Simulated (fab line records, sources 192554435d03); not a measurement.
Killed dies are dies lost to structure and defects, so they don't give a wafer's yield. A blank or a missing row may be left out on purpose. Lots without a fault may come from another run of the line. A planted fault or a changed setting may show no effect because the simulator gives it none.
fab line records | flow n5_finfet
record lots=4 wafers=12 last_day=19
route steps=1938 shown BEOL_M1@829 BEOL_M2@841 BEOL_M4@1111 PASSIVATION@1936
lots that met no fault: from a run of the same line without faults
start_h: hours from the record's first day to the start of the lot's first wafer shown | wait_h: hours since the lot's step before | " the same as in the row above | L1.1+2: a row that stands for several wafers | - no value, or no start given | * or withheld: withheld | < > ~ a bound
route shown NAME@n: a module of which the file shows steps, and the number in the route of the first | usual: mean/standard deviation of fault-free wafers | same: alike in all rows | chamber/n: place in a boat | sites: the reading at each site | _std_site: their standard deviation | _edge_site: outer sites' mean less inner sites' | radius_mm: how far each site lies from the wafer's centre | mask NAME#n: copy n | behind: the tool/chamber that last shaped the wafer | hold: why the lot was held/for how many hours/how that ended | device: the transistor (n, p or np) that didn't switch | end of line: the same wafers' tests at the end of the route | a step without rows: its recipe alone | killed: dies lost to structure and defects at the first sort, not the wafer's yield | map: a wafer's dies, x killed, . not, _ none there
set.NAME: the setting as run; set.NAME@STEP: as run at that earlier step | model.NAME: the simulator's own value behind a step, which no gauge read
lots at some steps of the route; a table a step, a row a wafer
services: from which hour (start_h, from the record's first day; less than 0 if before it) a tool's chamber was out of use, for how many hours, and why
## steps
# step N5_BEOL_M1_ANNEAL_95
# recipe temp_c=400 time_s=240 ambient=vacuum
# step N5_BEOL_M1_SPUTTER_96
# recipe material=Cu target_thk_a=45 temp_c=-20 chamber_pressure_pa=0.07 power_w=withheld time_s=8.29
# step N5_BEOL_M1_ECD_50
# recipe material=Cu target_thk_a=3000
# step N5_BEOL_M1_ANNEAL_51
# recipe temp_c=225 time_s=90 ambient=N2
# step N5_BEOL_M1_CMP_52
# recipe stop_on=SiOC t_overpolish_s=6.8 down_force_psi=1 platen_rpm=50 clearing_platen_down_force_psi=1.5 clearing_platen_rpm=50 post_cmp_clean=cu_alkaline target_thk_nm=40 clearing_platen_pad_velocity_m_s=0.99484 pad_velocity_m_s=0.99484
# step N5_BEOL_M1_PRE_CLEAN_60
# recipe gas=NH3/H2 time_s=15 temp_c=* rf_power_w=300
# step N5_BEOL_M1_CO_CAP_55
# recipe material=Co target_thk_a=20 temp_c=200 precursor=CCTBA/H2 pressure_torr=30 time_s=102.1
# step N5_BEOL_M1_PRE_CLEAN_56
# recipe gas=NH3 time_s=15 temp_c=withheld rf_power_w=300
# step N5_BEOL_M1_DEP_57
# recipe material=SiCN target_thk_a=80 temp_c=withheld precursor=3MS/NH3 pressure_torr=3 rf_w=202 time_s=14
# step N5_BEOL_M2_ILD_DEP_00
# recipe material=SiOC target_thk_a=790 temp_c=350 precursor=DEMS/O2 pressure_torr=5 rf_w=500 time_s=15.3
# usual chamber_pressure_Torr=4.999/0.011 heater_power_outer_w=251/40 heater_power_w=470/64 showerhead_plenum_p_Torr=5.702/0.018 throttle_valve_pct=11.8/0.79
# columns lot.wafer tool chamber start_h wait_h chamber_pressure_Torr heater_power_outer_w heater_power_w showerhead_plenum_p_Torr throttle_valve_pct
L421.2 pecvd-03 2 184.58 0.0 5.018 258 478 5.712 10.7
L421.3 " 1 " " 5.003 178 374 5.693 12.6
L421.5 " 2 " " 5.012 258 475 5.697 10.6
L430.1 pecvd-03 0 227.72 0.0 - - - - -
L430.4 " 0 " " - - - - -
L430.5 " 2 " " - - - - -
L429.2 pecvd-03 1 228.06 0.0 - - - - -
L429.4 " 1 " " - - - - -
L429.5 " 0 " " - - - - -
L437.1 pecvd-02 0 272.69 0.0 4.996 221 408 5.700 12.3
L437.3 " 1 " " 4.992 236 429 5.679 11.1
L437.6 " 2 " " 5.002 323 594 5.704 12.2
# step N5_BEOL_M2_PECVD_72
# recipe material=SiO2 target_thk_a=160 temp_c=400 precursor=TEOS/O2 pressure_torr=5.5 rf_w=450 teos_flow_sccm=53.8 gas=O2 flow_sccm=3000 time_s=18
# step N5_BEOL_M2_HM_DEP_02
# recipe material=TiN target_thk_a=200 temp_c=25 chamber_pressure_pa=0.49996
# step N5_BEOL_M2_COAT_61
# recipe resist=SOC temp_c=250 time_s=60 spin_rpm=1500 resist_thk_nm=60
# step N5_BEOL_M2_COAT_62
# recipe resist=SiARC temp_c=220 time_s=60 spin_rpm=1500 resist_thk_nm=12
# step N5_BEOL_M2_COAT_73
# recipe resist=underlayer temp_c=205 time_s=60 spin_rpm=1500 resist_thk_nm=5
# step N5_BEOL_M2_COAT_05
# recipe resist=CAR-EUV spin_rpm=1500 resist_thk_nm=30
# step N5_BEOL_M2_EBR_07
# recipe solvent=PGMEA ebr_width_mm=1.5
# step N5_BEOL_M2_SOFTBAKE_06
# recipe temp_c=110 time_s=60 resist=CAR-EUV
# step N5_BEOL_M2_EXPOSE_08
# recipe mask_id=M2 na=0.33 source_shape=dipole sigma_inner=0.369 sigma_outer=0.767 polarization=unpolarized dose_mj=41.25
# step N5_BEOL_M2_PEB_09
# recipe peb_temp_c=100 peb_time_s=60 resist=CAR-EUV
# step N5_BEOL_M2_DEVELOP_10
# recipe develop_time_s=30 developer=TMAH resist=CAR-EUV rinse_liquid=surfactant_rinse dry=air_spin dev_temp_c=23
# step N5_BEOL_M2_DESCUM_16
# recipe chemistry=O2 time_s=7 source_power_w=50 bias_power_w=20 pressure_mtorr=20 rf_frequency_hz=2.712e+07 temp_c=40 resist=CAR-EUV o2_flow_sccm=225
# step N5_BEOL_M2_ETCH_74
# recipe chemistry=N2/H2 target=underlayer target_depth_a=65 mask_material=CAR-EUV time_s=5.2 ion_energy_ev=200 pressure_mtorr=30 source_w=840 bias_w=150 n2_flow_sccm=200 h2_flow_sccm=200 ends=cleared
# step N5_BEOL_M2_ETCH_63
# recipe chemistry=CF4 target=SiARC target_depth_a=156 mask_material=CAR-EUV time_s=26 ion_energy_ev=80 pressure_mtorr=40 source_w=545 bias_w=36 Ar_flow_sccm=100 cf4_flow_sccm=100 ends=cleared
# step N5_BEOL_M2_ETCH_64
# recipe chemistry=N2/H2 target=SOC target_depth_a=750 overetch_a=225 mask_material=SiARC temp_c=40 time_s=121.9 ion_energy_ev=200 pressure_mtorr=30 source_w=840 bias_w=150 n2_flow_sccm=200 h2_flow_sccm=200
# step N5_BEOL_M2_STRIP_65
# recipe chemistry=N2/H2 temp_c=40 n2_flow_sccm=200 h2_flow_sccm=200 rf_frequency_hz=6e+07
# step N5_BEOL_M2_STRIP_75
# recipe chemistry=N2/H2 temp_c=40 n2_flow_sccm=200 h2_flow_sccm=200 rf_frequency_hz=6e+07
# step N5_BEOL_M2_STRIP_66
# recipe chemistry=CF4 resist=SiARC power_w=300 bias_power_w=75 pressure_mtorr=50 cf4_flow_sccm=150 rf_frequency_hz=6e+07
# step N5_BEOL_M2_HM_OPEN_17
# recipe chemistry=Cl2/BCl3 target_depth_a=200 overetch_a=60 target=TiN mask_material=SOC ion_energy_ev=150 pressure_mtorr=10 icp_w=1000 bias_w=126 Cl2_flow_sccm=53.25 bcl3_flow_sccm=21.75 Ar_flow_sccm=25
# step N5_BEOL_M2_STRIP_19
# recipe chemistry=O2 power_w=400 temp_c=40 pressure_mtorr=30 rf_frequency_hz=6e+07 bias_power_w=0 overash_fraction=0.2 o2_flow_sccm=225
# step N5_BEOL_M2_COAT_67
# recipe resist=SOC temp_c=250 time_s=60 spin_rpm=1500 resist_thk_nm=60
# step N5_BEOL_M2_COAT_68
# recipe resist=SiARC temp_c=220 time_s=60 spin_rpm=1500 resist_thk_nm=12
# step N5_BEOL_M2_COAT_76
# recipe resist=underlayer temp_c=205 time_s=60 spin_rpm=1500 resist_thk_nm=5
# step N5_BEOL_M2_COAT_22
# recipe resist=CAR-EUV spin_rpm=1500 resist_thk_nm=30
# step N5_BEOL_M2_OCD_MEAS_38
# usual trench_depth_nm=55.0/1.1
# columns lot.wafer tool chamber start_h wait_h trench_depth_nm
L421.2 ocd-01 - 201.90 - 55.5
L421.3 " - " " 54.9
L421.5 " - " " 56.0
L430.1 ocd-02 - 262.06 - -
L430.4 " - " " -
L430.5 " - " " -
L429.2 ocd-01 - 263.98 - -
L429.4 " - " " -
L429.5 " - " " -
L437.1 ocd-01 - 303.71 - 54.0
L437.3 " - " " 55.5
L437.6 " - " " 55.3
# step N5_BEOL_M4_RC_MEAS_101
# usual DIBL_N=35.8/1.7 DIBL_P=35.3/2 IOFF_N=0.150/0.026 IOFF_P=0.194/0.029 ION_N=667/11 ION_P=456/7.1 SS_N=71.4/0.65 SS_P=73.1/0.64 VT_N=251/3 VT_P=-252/3.2
# columns lot.wafer tool chamber start_h wait_h DIBL_N[mV/V] DIBL_P[mV/V] IOFF_N[nA/um] IOFF_P[nA/um] ION_N[uA/um] ION_P[uA/um] SS_N[mV/dec] SS_P[mV/dec] VT_N[mV] VT_P[mV]
L421.2 prober-02 0 260.58 0.2 37.2 38.2 0.161 0.218 662 455 71.8 73.8 250 -253
L421.3 " 0 " " 37.9 36.9 0.166 0.202 673 454 72.3 73.5 251 -254
L421.5 " 0 " " 36.1 36.6 0.150 0.195 670 454 71.4 73.7 251 -254
L437.1 prober-02 0 347.58 0.0 36.7 35.5 0.155 0.222 672 466 71.4 73.3 251 -249
L437.3 " 0 " " 37.9 36.6 0.179 0.236 676 468 71.4 74.4 248 -250
L437.6 " 0 " " 38.9 37.1 0.201 0.247 681 461 71.9 73.6 247 -248
# step N5_PASSIVATION_PROBE_49
# usual defect_limited_yield=91.5/1.4 killed_at_M0_to_M3=34/11 killed_at_M4_up=15/6 killed_at_contacts=11/5.9 killed_at_front_end=37/11 killed_at_other=3.6/2.9 killed_dies=101/17 killed_on_rim=13/4 killed_open=66/12 killed_short=33/7.8 sort_bin_5_function=5.0/0.97 sort_bin_6_memory=3.2/0.65 sort_n_pass=1079/17 sort_yield_pct=91.4/1.4
# same gross_dies=1180 killed_at_back_side=0 sort_bin_4_leakage[%]=0 sort_bin_8_speed[%]=0
# columns lot.wafer tool chamber start_h wait_h defect_limited_yield[%] killed_at_M0_to_M3 killed_at_M4_up killed_at_contacts killed_at_front_end killed_at_other killed_dies killed_on_rim killed_open killed_short sort_bin_5_function[%] sort_bin_6_memory[%] sort_n_pass sort_yield_pct[%]
L421.2 prober-01 - 363.71 0.5 91.9 33 23 9 29 1 95 10 62 33 4.7 3.1 1085 91.9
L421.3 prober-01 - 363.76 0.6 91.2 33 19 12 40 0 104 13 71 33 5.5 3.1 1076 91.2
L421.5 prober-01 - 363.86 0.7 91.1 34 11 19 41 0 105 15 66 36 5.3 3.4 1075 91.1
L430.1 prober-01 - 423.65 0.0 0 1170 1 1 8 0 1180 152 10 3 74.3 2.8 0 0
L430.4 prober-01 - 423.80 0.2 0 1174 1 1 4 0 1180 152 7 1 71.5 3.7 0 0
L430.5 prober-01 - 423.85 0.2 0 1167 4 1 8 0 1180 152 16 2 72.1 2.8 0 0
L429.2 prober-02 - 427.58 0.1 0 1176 0 1 2 1 1180 152 4 3 74.3 2.9 0 0
L429.4 prober-02 - 427.68 0.2 0 1170 2 0 8 0 1180 152 12 3 73.7 3.1 0 0
L429.5 prober-02 - 427.73 0.2 0 1168 1 3 8 0 1180 152 11 5 73.6 3.0 0 0
L437.1 prober-02 - 461.95 0.0 92.4 20 8 11 48 3 90 13 59 31 3.7 3.5 1090 92.4
L437.3 prober-02 - 462.05 0.1 89.8 38 8 15 52 7 120 18 76 41 5.7 4.2 1060 89.8
L437.6 prober-02 - 462.20 0.3 92.8 22 12 16 33 2 85 11 54 28 4.1 2.9 1095 92.8
# killed by level:class
L421.2 BEOL_M4:geometric_particle:open=11 BEOL_M0_SAQP:geometric_particle:short=10 BEOL_M0_SAQP:geometric_particle:open=10 MOL_CONTACT_COAG:geometric_particle:open=7 BEOL_M0:geometric_particle:open=6 FIN_SAQP:geometric_particle:open=5 BEOL_M5:geometric_particle:open=5 FIN_SAQP:geometric_particle:short=4
L421.3 FIN_SAQP:geometric_particle:open=15 BEOL_M0_SAQP:geometric_particle:open=14 MOL_CONTACT_COAG:geometric_particle:open=10 BEOL_M4:geometric_particle:open=9 FIN_SAQP:geometric_particle:short=8 BEOL_M0_SAQP:geometric_particle:short=8 GATE_CUT:geometric_particle:short=5 BEOL_M3:geometric_particle:open=4
L421.5 MOL_CONTACT_COAG:geometric_particle:open=13 BEOL_M0_SAQP:geometric_particle:short=10 STI_FIN_REVEAL:geometric_particle:open=9 BEOL_M0_SAQP:geometric_particle:open=8 FIN_SAQP:geometric_particle:open=6 BEOL_M3:geometric_particle:open=6 MOL_CONTACT_COAG:geometric_particle:short=5 STI_FIN_REVEAL:geometric_particle:short=4
L430.1 BEOL_M2:lost_pattern=1164 BEOL_M2:area_dep=3 FIN_SAQP:geometric_particle:open=2 STI_FIN_REVEAL:geometric_particle:open=2 SPACER0:geometric_particle:open=1 ILD0:geometric_particle:short=1 GATE_CUT:geometric_particle:open=1 GATE_CUT:geometric_particle:short=1
L430.4 BEOL_M2:lost_pattern=1166 BEOL_M2:area_dep=5 STI_FIN_REVEAL:geometric_particle:open=3 GATE_CUT:geometric_particle:open=1 MOL_CONTACT_COAG:geometric_particle:open=1 BEOL_M0_SAQP:geometric_particle:short=1 BEOL_M2:geometric_particle:open=1 BEOL_M3:geometric_particle:open=1
L430.5 BEOL_M2:lost_pattern=1159 STI_FIN_REVEAL:geometric_particle:open=3 BEOL_M2:area_dep=3 ILD0:geometric_particle:open=2 DUMMY_GATE:geometric_particle:open=2 BEOL_M0_SAQP:geometric_particle:open=2 MOL_CONTACT_COAG:geometric_particle:open=1 BEOL_M0:geometric_particle:open=1
L429.2 BEOL_M2:lost_pattern=1165 BEOL_M2:area_dep=8 FIN_SAQP:geometric_particle:open=2 MOL_CONTACT_COAG:geometric_particle:open=1 BEOL_M0_SAQP:geometric_particle:short=1 BEOL_M1:geometric_particle:short=1 BEOL_M2:geometric_particle:open=1 MIM_TOP_ETCH:geometric_particle:short=1
L429.4 BEOL_M2:lost_pattern=1158 BEOL_M2:area_dep=6 FIN_SAQP:geometric_particle:open=2 FIN_SAQP:geometric_particle:short=1 FIN_CUT:geometric_particle:open=1 STI_FIN_REVEAL:geometric_particle:open=1 DUMMY_GATE:geometric_particle:open=1 BEOL_M0_SAQP:geometric_particle:open=1
L429.5 BEOL_M2:lost_pattern=1157 BEOL_M2:area_dep=7 MOL_CONTACT_COAG:geometric_particle:open=3 FIN_SAQP:geometric_particle:short=2 STI_FIN_REVEAL:geometric_particle:open=2 BEOL_M2:geometric_particle:open=2 FIN_CUT:geometric_particle:short=1 STI_FIN_REVEAL:geometric_particle:short=1
L437.1 STI_FIN_REVEAL:geometric_particle:open=11 FIN_SAQP:geometric_particle:open=9 FIN_SAQP:geometric_particle:short=8 MOL_CONTACT_COAG:geometric_particle:open=8 BEOL_M0_SAQP:geometric_particle:open=8 GATE_CUT:geometric_particle:open=5 STI_FIN_REVEAL:geometric_particle:short=4 GATE_CUT:geometric_particle:short=3
L437.3 FIN_SAQP:geometric_particle:open=16 MOL_CONTACT_COAG:geometric_particle:open=13 BEOL_M3:geometric_particle:open=12 FIN_SAQP:geometric_particle:short=10 STI_FIN_REVEAL:geometric_particle:open=10 GATE_CUT:geometric_particle:short=6 BEOL_M3:geometric_particle:short=6 BEOL_M0_SAQP:geometric_particle:short=5
L437.6 MOL_CONTACT_COAG:geometric_particle:open=12 FIN_SAQP:geometric_particle:short=8 FIN_SAQP:geometric_particle:open=5 BEOL_M3:geometric_particle:open=5 BEOL_M4:geometric_particle:open=5 DUMMY_GATE:geometric_particle:open=4 STI_FIN_REVEAL:geometric_particle:open=3 BEOL_M0_SAQP:geometric_particle:open=3
# map L429.2 (x killed, . not)
_________________xxxxxxxxxxxx________________
______________xxxxxxxxxxxxxxxxxx_____________
___________xxxxxxxxxxxxxxxxxxxxxxxx__________
__________xxxxxxxxxxxxxxxxxxxxxxxxxx_________
________xxxxxxxxxxxxxxxxxxxxxxxxxxxxxx_______
_______xxxxxxxxxxxxxxxxxxxxxxxxxxxxxxxx______
______xxxxxxxxxxxxxxxxxxxxxxxxxxxxxxxxxx_____
_____xxxxxxxxxxxxxxxxxxxxxxxxxxxxxxxxxxxx____
____xxxxxxxxxxxxxxxxxxxxxxxxxxxxxxxxxxxxxx___
___xxxxxxxxxxxxxxxxxxxxxxxxxxxxxxxxxxxxxxxx__
___xxxxxxxxxxxxxxxxxxxxxxxxxxxxxxxxxxxxxxxx__
__xxxxxxxxxxxxxxxxxxxxxxxxxxxxxxxxxxxxxxxxxx_
__xxxxxxxxxxxxxxxxxxxxxxxxxxxxxxxxxxxxxxxxxx_
_xxxxxxxxxxxxxxxxxxxxxxxxxxxxxxxxxxxxxxxxxxxx
_xxxxxxxxxxxxxxxxxxxxxxxxxxxxxxxxxxxxxxxxxxxx
_xxxxxxxxxxxxxxxxxxxxxxxxxxxxxxxxxxxxxxxxxxxx
_xxxxxxxxxxxxxxxxxxxxxxxxxxxxxxxxxxxxxxxxxxxx
_xxxxxxxxxxxxxxxxxxxxxxxxxxxxxxxxxxxxxxxxxxxx
_xxxxxxxxxxxxxxxxxxxxxxxxxxxxxxxxxxxxxxxxxxxx
_xxxxxxxxxxxxxxxxxxxxxxxxxxxxxxxxxxxxxxxxxxxx
_xxxxxxxxxxxxxxxxxxxxxxxxxxxxxxxxxxxxxxxxxxxx
__xxxxxxxxxxxxxxxxxxxxxxxxxxxxxxxxxxxxxxxxxx_
__xxxxxxxxxxxxxxxxxxxxxxxxxxxxxxxxxxxxxxxxxx_
___xxxxxxxxxxxxxxxxxxxxxxxxxxxxxxxxxxxxxxxx__
___xxxxxxxxxxxxxxxxxxxxxxxxxxxxxxxxxxxxxxxx__
____xxxxxxxxxxxxxxxxxxxxxxxxxxxxxxxxxxxxxx___
_____xxxxxxxxxxxxxxxxxxxxxxxxxxxxxxxxxxxx____
______xxxxxxxxxxxxxxxxxxxxxxxxxxxxxxxxxx_____
_______xxxxxxxxxxxxxxxxxxxxxxxxxxxxxxxx______
________xxxxxxxxxxxxxxxxxxxxxxxxxxxxxx_______
__________xxxxxxxxxxxxxxxxxxxxxxxxxx_________
___________xxxxxxxxxxxxxxxxxxxxxxxx__________
______________xxxxxxxxxxxxxxxxxx_____________
_________________xxxxxxxxxxxx________________
# map L430.1 (x killed, . not)
_________________xxxxxxxxxxxx________________
______________xxxxxxxxxxxxxxxxxx_____________
___________xxxxxxxxxxxxxxxxxxxxxxxx__________
__________xxxxxxxxxxxxxxxxxxxxxxxxxx_________
________xxxxxxxxxxxxxxxxxxxxxxxxxxxxxx_______
_______xxxxxxxxxxxxxxxxxxxxxxxxxxxxxxxx______
______xxxxxxxxxxxxxxxxxxxxxxxxxxxxxxxxxx_____
_____xxxxxxxxxxxxxxxxxxxxxxxxxxxxxxxxxxxx____
____xxxxxxxxxxxxxxxxxxxxxxxxxxxxxxxxxxxxxx___
___xxxxxxxxxxxxxxxxxxxxxxxxxxxxxxxxxxxxxxxx__
___xxxxxxxxxxxxxxxxxxxxxxxxxxxxxxxxxxxxxxxx__
__xxxxxxxxxxxxxxxxxxxxxxxxxxxxxxxxxxxxxxxxxx_
__xxxxxxxxxxxxxxxxxxxxxxxxxxxxxxxxxxxxxxxxxx_
_xxxxxxxxxxxxxxxxxxxxxxxxxxxxxxxxxxxxxxxxxxxx
_xxxxxxxxxxxxxxxxxxxxxxxxxxxxxxxxxxxxxxxxxxxx
_xxxxxxxxxxxxxxxxxxxxxxxxxxxxxxxxxxxxxxxxxxxx
_xxxxxxxxxxxxxxxxxxxxxxxxxxxxxxxxxxxxxxxxxxxx
_xxxxxxxxxxxxxxxxxxxxxxxxxxxxxxxxxxxxxxxxxxxx
_xxxxxxxxxxxxxxxxxxxxxxxxxxxxxxxxxxxxxxxxxxxx
_xxxxxxxxxxxxxxxxxxxxxxxxxxxxxxxxxxxxxxxxxxxx
_xxxxxxxxxxxxxxxxxxxxxxxxxxxxxxxxxxxxxxxxxxxx
__xxxxxxxxxxxxxxxxxxxxxxxxxxxxxxxxxxxxxxxxxx_
__xxxxxxxxxxxxxxxxxxxxxxxxxxxxxxxxxxxxxxxxxx_
___xxxxxxxxxxxxxxxxxxxxxxxxxxxxxxxxxxxxxxxx__
___xxxxxxxxxxxxxxxxxxxxxxxxxxxxxxxxxxxxxxxx__
____xxxxxxxxxxxxxxxxxxxxxxxxxxxxxxxxxxxxxx___
_____xxxxxxxxxxxxxxxxxxxxxxxxxxxxxxxxxxxx____
______xxxxxxxxxxxxxxxxxxxxxxxxxxxxxxxxxx_____
_______xxxxxxxxxxxxxxxxxxxxxxxxxxxxxxxx______
________xxxxxxxxxxxxxxxxxxxxxxxxxxxxxx_______
__________xxxxxxxxxxxxxxxxxxxxxxxxxx_________
___________xxxxxxxxxxxxxxxxxxxxxxxx__________
______________xxxxxxxxxxxxxxxxxx_____________
_________________xxxxxxxxxxxx________________
## services
# columns tool chamber start_h hours kind
pecvd-03 - 179.32 2.1 repair
pecvd-03 1 229.11 16.5 scheduled_down
pecvd-03 - 229.72 4.3 pm
pecvd-03 0 236.89 5.9 repair
## key
first_sign step=N5_BEOL_M2_ILD_DEP_00 reading=tool_record direction=missing
effect step=N5_BEOL_M2_OCD_MEAS_38 reading=trench_depth_nm direction=missing
effect step=N5_PASSIVATION_PROBE_49 reading=killed_at_M0_to_M3 direction=up sigmas=99+ usual=34 struck=1171
met_at N5_BEOL_M2_ILD_DEP_00
struck_wafers L429.2,L429.4,L429.5,L430.1,L430.4,L430.5
later_rows_left_out L429.2,L429.4,L429.5,L430.1,L430.4,L430.5
onset_between 184.58 227.72
fault kind=skipped_step_whole tool=pecvd-03 chamber=- onset_h=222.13 steps=N5_BEOL_M2_ILD_DEP_00 scope=struck_lots_only
# later_rows_left_out: the simulator's readings of these wafers behind a module that went badly wrong aren't trusted and aren't shown, but for the sort
